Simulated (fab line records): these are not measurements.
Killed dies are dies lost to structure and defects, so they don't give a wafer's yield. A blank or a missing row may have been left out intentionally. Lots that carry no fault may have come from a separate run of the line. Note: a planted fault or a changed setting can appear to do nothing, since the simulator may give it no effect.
What tool caused it? ; flow n5Finfet ; Sampling: 24 lots, 72 wafers, 2 of 1938 route steps

WHAT THE GAUGES READ, wafer by wafer
N5_BEOL_M5_OVL_MEAS_29.
lot;measured;on;V4_OVL (nm)
L075;day 9 01:01;overlay-02;-1.0 0.2 -1.6
L074;day 9 03:17;overlay-01;0.2 0.3 0.4
L076;day 9 08:43;overlay-01;-0.8 0.0 -1.1
L077;day 9 12:55;overlay-01;1.1 0.3 0.6
L079;day 9 20:22;overlay-02;-0.5 -0.1 0.0
L078;day 9 20:11;overlay-01;-0.7 -0.3 -0.3
L080;day 9 20:24;overlay-01;-0.3 0.7 -0.2
L082;day 10 02:43;overlay-01;-0.5 0.3 -0.3
L081;day 10 06:11;overlay-01;0.5 0.0 0.3
L083;day 10 19:49;overlay-01;-0.5 -0.3 -1.3
L085;day 11 16:17;overlay-02;-0.9 0.5 0.0
L084;day 11 16:47;overlay-01;-0.1 0.9 0.1
L086;day 11 16:50;overlay-01;0.3 0.4 0.1
L087;day 12 01:52;overlay-01;0.0 0.4 0.6
L089;day 12 02:04;overlay-02;0.2 0.0 0.2
L088;day 12 02:05;overlay-01;-0.4 0.2 -0.7
L091;day 12 09:53;overlay-02;0.3 0.5 -0.1
L090;day 12 17:57;overlay-02;0.9 -0.5 -0.5
L092;day 12 20:08;overlay-02;0.9 0.3 -0.5
L093;day 12 23:50;overlay-02;0.0 0.0 0.2
L094;day 13 23:38;overlay-01;1.1 1.0 0.4
L095;day 14 06:22;overlay-01;0.8 1.2 1.4
L097;day 14 12:24;overlay-02;0.5 0.8 0.5
L096;day 14 14:27;overlay-02;-0.7 -0.9 -0.6

WHICH TOOL RAN EACH LOT (tool, then ch and the chambers of the sampled wafers, then the start)
lot;N5_BEOL_M5_ETCH_62
L075;rieDiel-02 ch 1,3, day 8 23:23
L074;rieDiel-03 ch 0,3, day 9 02:26
L076;rieDiel-03 ch 0,1,2, day 9 07:59
L077;rieDiel-02 ch 1,2,3, day 9 10:21
L079;rieDiel-03 ch 1,2,3, day 9 18:13
L078;rieDiel-02 ch 0,3, day 9 18:35
L080;rieDiel-02 ch 2,3, day 9 18:48
L082;rieDiel-04 ch 1,2,3, day 9 21:56
L081;rieDiel-02 ch 0,3, day 10 03:57
L083;rieDiel-03 ch 2,3, day 10 17:42
L085;rieDiel-04 ch 1,2,3, day 11 15:30
L084;rieDiel-04 ch 0,1,3, day 11 15:44
L086;rieDiel-04 ch 1,2,3, day 11 15:57
L087;rieDiel-03 ch 0,1,2, day 11 23:10
L089;rieDiel-03 ch 0,1,3, day 11 23:40
L088;rieDiel-03 ch 0,1,2, day 11 23:58
L091;rieDiel-04 ch 0,1, day 12 09:11
L090;rieDiel-04 ch 0,1,2, day 12 10:13
L092;rieDiel-03 ch 0,3, day 12 19:25
L093;rieDiel-03 ch 0,2,3, day 12 22:14
L094;rieDiel-04 ch 0,3, day 13 22:23
L095;rieDiel-02 ch 0,1, day 14 04:20
L097;rieDiel-03 ch 0,3, day 14 08:04
L096;rieDiel-02 ch 2,3, day 14 13:44
- N5_BEOL_M5_ETCH_62: etches SOC in N2/H2, target depth 75 nm, overetch 15 nm, time 112.5 s.

WHAT THE TOOLS THEMSELVES READ (means of the sampled wafers that have a number; where no wafer has one, the mark that the record gives instead)
N5_BEOL_M5_ETCH_62.
lot;tool;drypumpMotorCurrentA (A);oesProductAu (a.u.);rfVppV (V);showerheadPlenumPTorr (Torr);throttleValvePct (%)
L075;rieDiel-02;5.3;0.66;523.3;2.50;17.61
L074;rieDiel-03;5.7;0.60;525.0;2.57;18.10
L076;rieDiel-03;5.6;0.66;524.2;2.57;17.94
L077;rieDiel-02;5.5;0.60;523.4;2.51;17.72
L079;rieDiel-03;5.9;0.68;526.2;2.62;17.77
L078;rieDiel-02;5.3;0.59;521.6;2.47;17.87
L080;rieDiel-02;5.6;0.56;523.3;2.53;17.81
L082;rieDiel-04;5.9;0.70;523.5;2.55;17.67
L081;rieDiel-02;5.3;0.58;521.8;2.47;17.86
L083;rieDiel-03;5.9;0.64;526.2;2.61;17.79
L085;rieDiel-04;5.9;0.68;523.7;2.55;17.69
L084;rieDiel-04;6.2;0.65;522.4;2.46;17.77
L086;rieDiel-04;5.9;0.68;524.7;2.55;17.68
L087;rieDiel-03;5.6;0.64;525.0;2.57;17.95
L089;rieDiel-03;5.8;0.63;525.2;2.60;17.97
L088;rieDiel-03;5.6;0.64;525.2;2.57;17.98
L091;rieDiel-04;6.3;0.61;521.7;2.48;17.82
L090;rieDiel-04;6.0;0.64;523.0;2.49;17.78
L092;rieDiel-03;5.7;0.58;524.6;2.57;18.15
L093;rieDiel-03;5.8;0.61;524.8;2.58;17.98
L094;rieDiel-04;6.3;0.62;519.1;2.38;17.82
L095;rieDiel-02;5.1;0.63;520.2;2.43;17.74
L097;rieDiel-03;6.0;0.59;525.3;2.60;17.99
L096;rieDiel-02;5.6;0.69;523.3;2.51;17.66

THE ANSWER, worked out from the rows above alone
Rule: what is usual is taken from the lots themselves. Put in order of their means at a reading, lots are off if they are a third of the lots or fewer, leave a main group of 4 or more, and stand apart from it by a gap of 3 or more times the standard deviation of the main group's means; of several such gaps the widest counts. The tables above print the reading to a certain number of digits; a main group whose means all agree to those digits is not used. Also off: a lot with no number at a reading for which 4 or more lots have one. All remaining lots with rows at the step are treated as sound. First the gauges in route order, then the tools' own readings, where a lot's mean is used as printed above. At the first step where some lot is off, the reading lying furthest off is the one used; lots without a number count as furthest.
No lot is off at any reading shown: from this, nothing can be told.

WHAT HAD BEEN PUT IN BY THE SIMULATOR
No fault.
